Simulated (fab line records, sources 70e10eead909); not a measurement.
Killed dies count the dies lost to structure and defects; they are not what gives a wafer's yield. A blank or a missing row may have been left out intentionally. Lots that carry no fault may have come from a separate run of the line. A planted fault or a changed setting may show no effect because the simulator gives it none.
fab line records	flow nandHarc	part 1 of 2: steps 1 to 3 of 6
[record] lots = 19	wafers = 57	lastDay = 34
route steps=1302 shown A_STAIRCASE@668
lots that met no fault: from a run of the same line without faults
startH: hours from the record's first day to the start of the lot's first wafer shown	waitH: hours since the lot's step before	" identical to the entry in the row above	L1.1+2: a single row standing in for several wafers	- no value, or no start was given	* or withheld: withheld	< > ~ a bound
route shown NAME@n: a module of which the file shows steps, and the number in the route of the first	usual: mean and standard deviation over wafers with no fault	same: alike in all rows	chamber/n: place in a boat	sites: per-site readings	_std_site: their standard deviation	_edge_site: mean of outer sites minus mean of inner sites	radiusMm: how far each site lies from the wafer's centre	mask NAME#n: copy n	behind: the tool/chamber that last shaped the wafer	hold: the reason the lot was held/the length of the hold in hours/how it ended	device: transistor that didn't switch, given as n, p or np	end of line: tests run on the same wafers once the route is complete	for a step that has no rows: nothing shown but its recipe	killed: not the wafer's yield, but the dies lost to structure and defects at the first sort	map: a wafer's dies, x killed, . not, _ none there
set.NAME: setting as actually run; set.NAME@STEP: the setting as run at that earlier step	model.NAME: the simulator's own value behind a step, which no gauge read
the route's steps for a sample of lots (tables are steps, rows are wafers)
services: a tool's chamber out of use, with start hour (startH, from the record's first day; less than 0 if before it), hours out, and reason
[[steps]]
[step NHARC_A_STAIRCASE_TRIM_12]
[recipe] timeS = 211.2	o2FlowSccm = 500	arFlowSccm = 0	biasW = 0	chemistry = O2
[usual] drypumpMotorCurrentA = 5.9/0.53	mfcArSccm = 0.011/0.014	o2FlowSccm = 500.2/1.4	oesProductAu = 1.000/0.0095	rfVppV = 57.8/0.89	showerheadPlenumPTorr = 3.51/0.16	throttleValvePct = 17.037/0.0086
lot.wafer	tool	chamber	startH	waitH	drypumpMotorCurrentA	mfcArSccm	o2FlowSccm	oesProductAu	rfHoursCounterH	rfVppV	showerheadPlenumPTorr	throttleValvePct
L074.3	rieDiel-05	0	353.08	0.1	5.5	0.018	497.4	0.996	38	57.4	3.66	17.031
L074.2	"	2	"	"	6.4	0.001	498.8	0.988	33	58.2	3.37	17.050
L074.5	"	0	"	"	5.5	0.018	498.5	0.995	-	58.4	3.66	17.041
L075.4	rieDiel-05	2	360.46	0.1	6.4	0.001	501.4	0.986	34	57.1	3.37	17.026
L075.2	"	3	"	"	5.0	0.032	497.9	0.990	40	57.5	3.29	17.032
L075.1	"	0	"	"	5.5	0.018	499.7	0.998	39	58.6	3.66	17.026
L076.2	rieDiel-11	0	373.75	0.1	6.5	0	501.3	1.006	39	59.2	3.49	17.039
L076.1	"	2	"	"	5.6	0	500.4	1.003	38	57.6	3.30	17.030
L076.6	"	1	"	"	5.8	0.002	499.2	0.994	-	60.0	3.65	17.027
L079.1	rieDiel-04	3	391.38	0.2	6.2	0	501.8	0.992	14	58.0	3.51	17.031
L079.3	"	1	"	"	5.4	0	500.1	0.996	9	58.2	3.77	17.047
L079.6	"	3	"	"	6.2	0	500.4	0.996	-	57.1	3.51	17.042
L078.2	rieDiel-11	2	391.43	0.1	5.5	0	498.1	0.989	45	57.3	3.30	17.047
L078.3	"	3	"	"	5.8	0.013	499.5	0.995	23	57.5	3.28	17.036
L078.6	"	3	"	"	5.8	0.013	499.5	0.997	-	58.1	3.28	17.037
L080.2	rieDiel-11	3	414.49	0.1	5.8	0.013	501.6	1.010	31	58.2	3.28	17.029
L080.3	"	1	"	"	5.8	0.002	501.4	1.002	48	58.1	3.65	17.037
L080.5	"	3	"	"	5.8	0.013	500.5	1.014	-	57.2	3.28	17.043
L082.2	rieDiel-11	0	426.54	0.1	6.5	0	498.9	1.006	55	57.2	3.48	17.052
L082.3	"	1	"	"	5.8	0.002	499.5	0.999	51	59.1	3.64	17.046
L082.4	"	2	"	"	5.6	0	497.6	1.003	55	56.0	3.29	17.031
L084.1	rieDiel-05	0	458.40	0.1	5.5	0.018	498.9	1.010	17	59.3	3.64	17.055
L084.2	"	1	"	"	6.7	0	501.5	0.994	15	57.4	3.42	17.049
L084.4	"	3	"	"	4.9	0.032	499.6	1.004	-	58.8	3.80	17.031
L087.3	rieDiel-05	0	482.33	0.1	5.5	0.018	502.5	1.004	28	57.7	3.64	17.040
L087.4	"	1	"	"	6.6	0	497.6	0.999	25	58.1	3.41	17.018
L087.6	"	0	"	"	5.5	0.018	501.9	0.998	-	56.9	3.64	17.033
L088.3	rieDiel-05	0	491.58	0.2	5.5	0.018	500.5	1.008	32	59.0	3.63	17.035
L088.6	"	0	"	"	5.5	0.018	501.4	1.004	-	57.2	3.64	17.049
L088.5	"	1	"	"	6.7	0	498.0	0.987	-	58.4	3.41	17.016
L090.2	rieDiel-04	3	512.05	0.1	6.2	0	500.8	1.007	47	57.2	3.49	17.030
L090.4	"	1	"	"	5.4	0	501.2	1.011	50	58.5	3.75	17.054
L090.5	"	3	"	"	6.2	0	500.2	1.006	-	56.8	3.49	17.047
L089.3	rieDiel-05	2	512.38	0.2	6.3	0.001	499.6	0.998	21	57.9	3.35	17.031
L089.4	"	3	"	"	5.0	0.032	502.2	1.003	34	59.1	3.79	17.039
L089.6	"	2	"	"	6.3	0.001	500.6	0.999	-	56.9	3.35	17.041
L091.1	rieDiel-11	2	512.49	0.1	5.6	0	500.5	1.010	19	56.9	3.28	17.030
L091.3	"	3	"	"	5.8	0.013	499.9	0.996	19	58.3	3.80	17.041
L091.2	"	0	"	"	6.4	0	500.5	0.993	20	56.8	3.47	17.039
L092.4	rieDiel-05	1	529.57	0.1	6.7	0	501.3	0.996	42	59.4	3.40	17.018
L092.5	"	2	"	"	6.3	0.001	498.3	0.998	-	58.3	3.35	17.032
L092.6	"	3	"	"	5.0	0.032	499.0	1.002	-	59.0	3.78	17.023
L093.3	rieDiel-04	3	543.58	0.1	6.3	0	500.1	1.011	0	57.8	3.48	17.032
L093.1	"	1	"	"	5.4	0	500.9	0.990	0	57.7	3.74	17.037
L093.4	"	3	"	"	6.2	0	501.2	1.008	-	57.5	3.48	17.037
L094.3	rieDiel-05	2	548.07	0.1	6.3	0.001	496.5	1.005	32	56.2	3.35	17.050
L094.1	"	3	"	"	5.0	0.032	501.4	1.002	46	58.4	3.78	17.036
L094.2	"	1	"	"	6.6	0	500.6	0.992	47	56.9	3.40	17.032
L095.6	rieDiel-04	3	572.83	0.1	6.3	0	501.0	1.015	-	57.4	3.48	17.022
L095.4	"	1	"	"	5.4	0	500.2	0.993	-	57.4	3.74	17.026
L095.5	"	2	"	"	5.7	0.037	497.3	1.005	-	58.3	3.51	17.036
L097.2	rieDiel-04	2	587.42	0.1	5.7	0.037	500.7	1.004	14	58.4	3.51	17.042
L097.3	"	3	"	"	6.3	0	500.6	1.000	14	57.1	3.47	17.034
L097.5	"	2	"	"	5.7	0.037	501.7	1.000	-	56.3	3.51	17.019
L096.3	rieDiel-05	0	592.76	0.1	5.5	0.018	501.1	1.014	0	58.5	3.62	17.035
L096.2	"	2	"	"	6.3	0.001	501.3	1.012	0	57.5	3.34	17.032
L096.6	"	2	"	"	6.4	0.001	500.0	1.002	-	56.6	3.34	17.031
[step NHARC_A_STAIRCASE_DESCUM_186]
[recipe] timeS = 3	o2FlowSccm = 200	arFlowSccm = 0	biasPowerW = 0	chemistry = O2
[usual] drypumpMotorCurrentA = 5.8/0.54	mfcArSccm = 0.012/0.015	o2FlowSccm = 200.0/0.54	oesProductAu = 1.000/0.009	rfVppV = 57.8/1	showerheadPlenumPTorr = 1.90/0.095	throttleValvePct = 11.310/0.0083
lot.wafer	tool	chamber	startH	waitH	drypumpMotorCurrentA	mfcArSccm	o2FlowSccm	oesProductAu	rfHoursCounterH	rfVppV	showerheadPlenumPTorr	throttleValvePct
L074.2	rieDiel-05	1	356.63	-	6.7	0	200.5	0.996	36	57.7	1.86	11.329
L074.3	"	3	"	"	4.9	0.032	200.0	1.004	39	56.0	1.77	11.318
L074.5	"	1	"	"	6.7	0	200.4	0.997	-	59.1	1.86	11.312
L075.4	rieDiel-05	1	365.24	-	6.6	0	200.1	0.983	39	56.4	1.86	11.319
L075.1	"	3	"	"	5.0	0.032	200.7	0.995	42	57.7	1.77	11.321
L075.2	"	0	"	"	5.5	0.018	200.0	0.993	41	58.2	1.99	11.310
L076.1	rieDiel-05	2	377.47	-	6.3	0.001	200.1	0.991	43	57.1	1.82	11.319
L076.2	"	0	"	"	5.5	0.018	200.2	1.010	46	58.3	1.99	11.325
L076.6	"	2	"	"	6.3	0.001	199.8	0.991	-	58.1	1.82	11.319
L078.2	rieDiel-05	2	395.55	-	6.3	0.001	198.9	0.982	50	57.5	1.82	11.311
L078.3	"	3	"	"	4.9	0.032	199.6	1.004	53	57.0	1.77	11.316
L078.6	"	3	"	"	4.9	0.032	199.6	0.997	-	55.6	1.77	11.308
L079.3	rieDiel-05	3	396.60	-	4.9	0.032	200.2	0.997	54	58.1	1.77	11.324
L079.1	"	2	"	"	6.3	0.001	200.9	0.982	50	55.5	1.82	11.313
L079.6	"	2	"	"	6.4	0.001	200.1	0.991	-	58.1	1.82	11.311
L080.2	rieDiel-04	2	417.97	-	5.7	0.037	198.9	0.999	20	59.1	1.92	11.326
L080.3	"	0	"	"	5.2	0.040	200.0	0.998	19	59.3	1.81	11.319
L080.5	"	3	"	"	6.2	0	201.0	0.998	-	57.5	1.90	11.300
L082.2	rieDiel-04	1	430.25	-	5.4	0	200.3	1.004	23	56.5	2.05	11.308
L082.4	"	2	"	"	5.7	0.037	198.8	0.989	26	58.3	1.92	11.312
L082.3	"	3	"	"	6.2	0	200.1	1.001	25	59.3	1.90	11.303
L084.2	rieDiel-11	0	462.25	-	6.4	0	198.8	1.001	6	57.6	1.88	11.305
L084.4	"	2	"	"	5.6	0	199.9	0.995	6	56.5	1.77	11.321
L084.1	"	3	"	"	5.8	0.013	199.1	1.005	6	59.8	2.07	11.317
L087.3	rieDiel-11	1	485.94	-	5.8	0.002	199.7	0.981	13	58.3	1.98	11.307
L087.4	"	2	"	"	5.6	0	200.0	1.000	13	56.0	1.77	11.313
L087.6	"	1	"	"	5.8	0.002	199.8	0.992	-	58.7	1.98	11.308
L088.3	rieDiel-04	0	495.35	-	5.2	0.040	198.9	1.005	45	58.7	1.80	11.297
L088.6	"	1	"	"	5.4	0	200.2	1.006	-	57.4	2.04	11.303
L088.5	"	2	"	"	5.7	0.037	199.1	0.995	-	57.5	1.91	11.306
L090.2	rieDiel-11	0	516.26	-	6.4	0	199.7	0.993	22	56.2	1.88	11.319
L090.4	"	1	"	"	5.8	0.002	199.8	0.995	22	59.7	1.97	11.299
L090.5	"	2	"	"	5.6	0	200.3	1.008	-	57.8	1.77	11.311
L091.1	rieDiel-05	2	516.58	-	6.3	0.001	200.2	1.012	23	56.4	1.81	11.318
L091.2	"	0	"	"	5.5	0.018	201.2	1.002	41	58.4	1.97	11.310
L091.3	"	1	"	"	6.6	0	200.1	0.997	38	57.5	1.84	11.312
L089.3	rieDiel-05	0	520.02	-	5.5	0.018	199.6	1.000	42	59.4	1.97	11.305
L089.4	"	1	"	"	6.6	0	199.7	0.993	39	57.8	1.84	11.314
L089.6	"	3	"	"	4.9	0.032	199.1	1.002	-	59.2	2.06	11.296
L092.4	rieDiel-05	2	533.17	-	6.3	0.001	199.8	0.998	28	58.9	1.81	11.322
L092.5	"	0	"	"	5.5	0.018	199.6	1.000	-	58.5	1.97	11.322
L092.6	"	1	"	"	6.6	0	199.9	0.992	-	57.2	1.84	11.309
L093.1	rieDiel-04	3	547.33	-	6.2	0	199.8	1.009	1	57.5	1.89	11.323
L093.3	"	1	"	"	5.4	0	201.1	1.008	1	58.4	2.04	11.313
L093.4	"	3	"	"	6.2	0	200.8	1.008	-	57.7	1.89	11.309
L094.2	rieDiel-05	3	551.63	-	4.9	0.032	200.5	1.008	47	58.6	2.06	11.325
L094.1	"	0	"	"	5.5	0.018	199.9	1.013	52	59.9	1.97	11.317
L094.3	"	1	"	"	6.7	0	200.4	1.007	47	57.7	1.84	11.301
L095.4	rieDiel-04	1	576.56	-	5.3	0	199.9	0.997	-	59.7	2.03	11.307
L095.5	"	2	"	"	5.7	0.037	199.7	1.012	-	57.3	1.90	11.329
L095.6	"	3	"	"	6.2	0	199.8	1.010	-	56.4	1.88	11.315
L097.3	rieDiel-11	1	592.48	-	5.8	0.002	201.0	0.988	49	58.5	1.96	11.311
L097.2	"	3	"	"	5.8	0.013	200.2	0.999	49	59.3	2.06	11.306
L097.5	"	1	"	"	5.8	0.002	200.0	0.986	-	59.0	1.96	11.307
L096.2	rieDiel-04	3	596.39	-	6.2	0	199.8	1.008	19	58.0	1.88	11.319
L096.3	"	0	"	"	5.2	0.040	199.4	1.013	7	56.6	1.79	11.295
L096.6	"	2	"	"	5.7	0.037	199.9	1.014	-	55.6	1.90	11.313
[step NHARC_A_STAIRCASE_TRIM_187]
[recipe] timeS = 211.2	o2FlowSccm = 500	arFlowSccm = 0	biasW = 0	chemistry = O2
[usual] drypumpMotorCurrentA = 5.8/0.54	mfcArSccm = 0.013/0.015	o2FlowSccm = 499.8/1.5	oesProductAu = 1.001/0.01	rfVppV = 57.8/0.87	showerheadPlenumPTorr = 3.52/0.17	throttleValvePct = 17.037/0.0099
lot.wafer	tool	chamber	startH	waitH	drypumpMotorCurrentA	mfcArSccm	o2FlowSccm	oesProductAu	rfHoursCounterH	rfVppV	showerheadPlenumPTorr	throttleValvePct
L074.3	rieDiel-05	2	356.71	0.1	6.3	0.001	497.2	0.989	33	56.2	3.37	17.042
L074.2	"	0	"	"	5.5	0.018	499.9	0.996	38	58.7	3.66	17.034
L074.5	"	2	"	"	6.3	0.001	499.6	0.974	-	58.1	3.37	17.027
L075.4	rieDiel-05	3	365.32	0.1	5.0	0.032	497.7	0.994	42	58.6	3.29	17.020
L075.2	"	0	"	"	5.5	0.018	499.6	1.003	41	58.8	3.66	17.038
L075.1	"	2	"	"	6.3	0.001	501.4	0.995	37	58.2	3.37	17.058
L076.2	rieDiel-05	1	377.58	0.1	6.6	0	500.1	0.998	45	58.3	3.43	17.044
L076.1	"	2	"	"	6.3	0.001	496.2	0.993	43	56.3	3.37	17.019
L076.6	"	3	"	"	5.0	0.032	500.1	1.002	-	57.8	3.28	17.049
L078.2	rieDiel-05	3	395.64	0.1	4.9	0.032	498.5	0.995	53	56.9	3.28	17.030
L078.3	"	2	"	"	6.4	0.001	500.6	0.986	50	57.9	3.36	17.047
L078.6	"	2	"	"	6.3	0.001	502.8	0.981	-	56.9	3.36	17.034
L079.3	rieDiel-05	2	396.72	0.1	6.3	0.001	500.2	0.984	50	57.5	3.36	17.046
L079.1	"	3	"	"	5.0	0.032	498.3	0.995	54	57.3	3.28	17.043
L079.6	"	2	"	"	6.3	0.001	501.6	0.983	-	56.8	3.36	17.021
L080.3	rieDiel-04	1	418.06	0.1	5.4	0	499.6	1.014	17	59.5	3.77	17.038
L080.2	"	0	"	"	5.2	0.040	499.3	1.010	19	56.0	3.35	17.040
L080.5	"	1	"	"	5.4	0	499.8	1.014	-	59.6	3.77	17.032
L082.3	rieDiel-04	1	430.33	0.1	5.4	0	500.0	1.017	23	58.9	3.76	17.060
L082.4	"	2	"	"	5.7	0.037	501.0	0.991	26	57.3	3.53	17.021
L082.2	"	3	"	"	6.3	0	502.4	0.996	25	56.8	3.50	17.024
L084.2	rieDiel-11	1	462.35	0.1	5.8	0.002	499.9	0.993	5	57.4	3.64	17.031
L084.1	"	2	"	"	5.5	0	498.8	1.008	6	57.5	3.29	17.029
L084.4	"	3	"	"	5.9	0.013	497.7	1.007	6	59.5	3.80	17.028
L087.3	rieDiel-11	1	486.05	0.1	5.8	0.002	499.5	0.984	13	57.8	3.64	17.045
L087.4	"	3	"	"	5.8	0.013	500.6	1.001	13	57.6	3.80	17.029
L087.6	"	2	"	"	5.5	0	500.0	1.002	-	57.1	3.29	17.045
L088.3	rieDiel-04	1	495.41	0.1	5.4	0	499.7	0.999	45	57.9	3.75	17.041
L088.5	"	1	"	"	5.4	0	501.0	1.001	-	59.5	3.75	17.025
L088.6	"	2	"	"	5.7	0.037	499.9	0.979	-	58.1	3.52	17.018
L090.4	rieDiel-11	2	516.36	0.1	5.5	0	501.4	1.018	21	58.3	3.28	17.049
L090.2	"	3	"	"	5.8	0.013	503.2	1.004	20	57.9	3.80	17.023
L090.5	"	1	"	"	5.8	0.002	501.4	0.990	-	57.5	3.63	17.037
L091.3	rieDiel-05	1	516.68	0.1	6.6	0	500.4	0.988	38	57.5	3.41	17.045
L091.1	"	2	"	"	6.3	0.001	499.2	0.997	23	57.3	3.35	17.026
L091.2	"	3	"	"	5.0	0.032	498.5	1.001	36	56.6	3.79	17.055
L089.4	rieDiel-05	3	520.10	0.1	5.0	0.032	503.5	1.001	37	57.9	3.79	17.033
L089.3	"	0	"	"	5.5	0.018	498.9	1.002	42	57.8	3.63	17.038
L089.6	"	3	"	"	5.0	0.032	500.2	1.020	-	59.4	3.79	17.041
L092.4	rieDiel-05	3	533.26	0.1	5.0	0.032	500.7	1.007	42	58.5	3.78	17.043
L092.6	"	2	"	"	6.3	0.001	499.8	1.008	-	58.3	3.35	17.050
L092.5	"	3	"	"	5.0	0.032	501.5	1.008	-	59.1	3.78	17.056
L093.1	rieDiel-04	1	547.43	0.1	5.4	0	499.2	1.010	1	57.2	3.74	17.039
L093.3	"	2	"	"	5.7	0.037	499.1	1.004	1	58.0	3.51	17.048
L093.4	"	3	"	"	6.3	0	498.4	1.015	-	59.8	3.48	17.041
L094.3	rieDiel-05	2	551.72	0.1	6.3	0.001	499.2	1.012	33	58.0	3.35	17.034
L094.1	"	0	"	"	5.5	0.018	499.0	1.010	52	56.6	3.62	17.028
L094.2	"	1	"	"	6.6	0	501.4	0.987	47	58.2	3.40	17.030
L095.6	rieDiel-04	2	576.69	0.1	5.7	0.037	497.6	1.008	-	57.2	3.51	17.027
L095.5	"	3	"	"	6.2	0	502.0	1.020	-	57.0	3.48	17.046
L095.4	"	1	"	"	5.4	0	499.5	1.013	-	58.6	3.73	17.041
L097.3	rieDiel-11	2	592.60	0.1	5.6	0	498.6	0.993	52	57.5	3.27	17.038
L097.2	"	3	"	"	5.8	0.013	501.1	0.995	49	59.1	3.78	17.023
L097.5	"	0	"	"	6.4	0	499.5	1.004	-	56.2	3.45	17.038
L096.2	rieDiel-04	1	596.50	0.1	5.4	0	501.0	1.011	20	57.5	3.73	17.038
L096.3	"	2	"	"	5.7	0.037	500.5	1.003	19	59.0	3.50	17.035
L096.6	"	0	"	"	5.2	0.040	499.5	1.005	-	57.8	3.32	17.042
